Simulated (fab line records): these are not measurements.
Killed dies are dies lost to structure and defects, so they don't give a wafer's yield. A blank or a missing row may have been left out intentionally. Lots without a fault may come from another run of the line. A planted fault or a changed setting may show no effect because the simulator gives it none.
Which tool did it? || flow n5_finfet || 11 lots, 30 wafers sampled, at 5 steps of a route of 1938

== WHAT THE GAUGES READ, wafer by wafer ==
N5_BEOL_M4_RC_MEAS_101.
{"lot": "L715", "measured": "day 7 20:51", "on": "prober-02", "DIBL_N (mV/V)": "38.1 38.6 36.7"}
{"lot": "L721", "measured": "day 9 23:55", "on": "prober-02", "DIBL_N (mV/V)": "38.6 36.3"}
{"lot": "L724", "measured": "day 10 15:50", "on": "prober-01", "DIBL_N (mV/V)": "37.0 42.1 38.8"}
{"lot": "L726", "measured": "day 11 05:55", "on": "prober-01", "DIBL_N (mV/V)": "41.3 40.2 39.6"}
{"lot": "L727", "measured": "day 11 14:48", "on": "prober-02", "DIBL_N (mV/V)": "34.6 39.8"}
{"lot": "L728", "measured": "day 11 19:31", "on": "prober-02", "DIBL_N (mV/V)": "38.9 41.0 38.5"}
{"lot": "L730", "measured": "day 12 13:53", "on": "prober-02", "DIBL_N (mV/V)": "36.5 35.8 36.6"}
{"lot": "L731", "measured": "day 12 19:22", "on": "prober-01", "DIBL_N (mV/V)": "40.4 37.5 40.2"}
{"lot": "L734", "measured": "day 13 00:13", "on": "prober-02", "DIBL_N (mV/V)": "37.6 36.1"}
{"lot": "L736", "measured": "day 14 03:58", "on": "prober-01", "DIBL_N (mV/V)": "36.1 35.7 35.1"}
{"lot": "L737", "measured": "day 14 18:05", "on": "prober-02", "DIBL_N (mV/V)": "32.9 37.6 31.9"}

== EACH LOT AND THE TOOL THAT RAN IT (in order: tool; ch and the chambers of the sampled wafers; start) ==
{"lot": "L715", "N5_BEOL_M0_SPUTTER_132": "pvd_sputter-03, day 6 04:10", "N5_BEOL_M0_ANNEAL_133": "pvd_sputter-03, day 6 04:15", "N5_BEOL_M0_CO_CAP_123": "cvd_co-02 ch 0,1,2, day 6 05:19", "N5_BEOL_M1_ILD_DEP_00": "pecvd-01 ch 1,2, day 6 05:34"}
{"lot": "L721", "N5_BEOL_M0_SPUTTER_132": "pvd_sputter-01, day 7 20:09", "N5_BEOL_M0_ANNEAL_133": "pvd_sputter-01, day 7 20:14", "N5_BEOL_M0_CO_CAP_123": "cvd_co-01 ch 1,2, day 7 21:15", "N5_BEOL_M1_ILD_DEP_00": "pecvd-03 ch 0,1, day 7 21:30"}
{"lot": "L724", "N5_BEOL_M0_SPUTTER_132": "pvd_sputter-01, day 8 13:10", "N5_BEOL_M0_ANNEAL_133": "pvd_sputter-01, day 8 13:14", "N5_BEOL_M0_CO_CAP_123": "cvd_co-01 ch 0,1,2, day 8 14:23", "N5_BEOL_M1_ILD_DEP_00": "pecvd-02 ch 0,1, day 8 14:38"}
{"lot": "L726", "N5_BEOL_M0_SPUTTER_132": "pvd_sputter-02, day 9 06:06", "N5_BEOL_M0_ANNEAL_133": "pvd_sputter-02, day 9 06:11", "N5_BEOL_M0_CO_CAP_123": "cvd_co-01 ch 0,2, day 9 07:12", "N5_BEOL_M1_ILD_DEP_00": "pecvd-01 ch 0,1, day 9 07:27"}
{"lot": "L727", "N5_BEOL_M0_SPUTTER_132": "pvd_sputter-03, day 9 10:47", "N5_BEOL_M0_ANNEAL_133": "pvd_sputter-03, day 9 10:52", "N5_BEOL_M0_CO_CAP_123": "cvd_co-02 ch 2, day 9 11:53", "N5_BEOL_M1_ILD_DEP_00": "pecvd-02 ch 2, day 9 12:08"}
{"lot": "L728", "N5_BEOL_M0_SPUTTER_132": "pvd_sputter-01, day 9 18:22", "N5_BEOL_M0_ANNEAL_133": "pvd_sputter-01, day 9 18:27", "N5_BEOL_M0_CO_CAP_123": "cvd_co-02 ch 0,1,2, day 9 20:02", "N5_BEOL_M1_ILD_DEP_00": "pecvd-03 ch 0,2, day 9 20:18"}
{"lot": "L730", "N5_BEOL_M0_SPUTTER_132": "pvd_sputter-03, day 10 02:03", "N5_BEOL_M0_ANNEAL_133": "pvd_sputter-03, day 10 02:08", "N5_BEOL_M0_CO_CAP_123": "cvd_co-02 ch 0,1,2, day 10 03:35", "N5_BEOL_M1_ILD_DEP_00": "pecvd-01 ch 0,1, day 10 03:50"}
{"lot": "L731", "N5_BEOL_M0_SPUTTER_132": "pvd_sputter-01, day 10 11:31", "N5_BEOL_M0_ANNEAL_133": "pvd_sputter-01, day 10 11:36", "N5_BEOL_M0_CO_CAP_123": "cvd_co-01 ch 0,1, day 10 12:37", "N5_BEOL_M1_ILD_DEP_00": "pecvd-02 ch 0,1,2, day 10 12:54"}
{"lot": "L734", "N5_BEOL_M0_SPUTTER_132": "pvd_sputter-01, day 11 01:22", "N5_BEOL_M0_ANNEAL_133": "pvd_sputter-01, day 11 01:26", "N5_BEOL_M0_CO_CAP_123": "cvd_co-02 ch 0,2, day 11 02:46", "N5_BEOL_M1_ILD_DEP_00": "pecvd-02 ch 1,2, day 11 03:01"}
{"lot": "L736", "N5_BEOL_M0_SPUTTER_132": "pvd_sputter-03, day 11 16:48", "N5_BEOL_M0_ANNEAL_133": "pvd_sputter-03, day 11 16:53", "N5_BEOL_M0_CO_CAP_123": "cvd_co-02 ch 0,1, day 11 18:10", "N5_BEOL_M1_ILD_DEP_00": "pecvd-02 ch 1,2, day 11 18:25"}
{"lot": "L737", "N5_BEOL_M0_SPUTTER_132": "pvd_sputter-03, day 11 23:47", "N5_BEOL_M0_ANNEAL_133": "pvd_sputter-03, day 11 23:52", "N5_BEOL_M0_CO_CAP_123": "cvd_co-02 ch 1,2, day 12 00:56", "N5_BEOL_M1_ILD_DEP_00": "pecvd-03 ch 0,2, day 12 01:11"}
- N5_BEOL_M0_SPUTTER_132: material Cu, target thk 4 nm, time 7.37 s.
- N5_BEOL_M0_ANNEAL_133: time 60 s.
- N5_BEOL_M0_CO_CAP_123: material Co, precursor CCTBA/H2, target thk 2 nm, time 102.1 s.
- N5_BEOL_M1_ILD_DEP_00: deposits SiOC from DEMS/O2, target thk 79 nm, time 15.3 s.

== THE ANSWER, worked out from the rows above alone ==
Rule: what is usual is taken from the lots themselves. The widest of any qualifying gaps counts: lots, ordered by their means at a reading, are off when they make up no more than a third of the lots, leave a main group of 4 or more, and stand apart from it by 3 or more times the standard deviation of that group's means. The tables above print the reading to a certain number of digits; a main group whose means all agree to those digits is not used. A lot without any number at a reading at which 4 lots or more have one is off too. All remaining lots with rows at the step are treated as sound.
No lot is off on any of the readings shown, so nothing can be concluded from this.

== WHAT HAD BEEN PUT IN BY THE SIMULATOR ==
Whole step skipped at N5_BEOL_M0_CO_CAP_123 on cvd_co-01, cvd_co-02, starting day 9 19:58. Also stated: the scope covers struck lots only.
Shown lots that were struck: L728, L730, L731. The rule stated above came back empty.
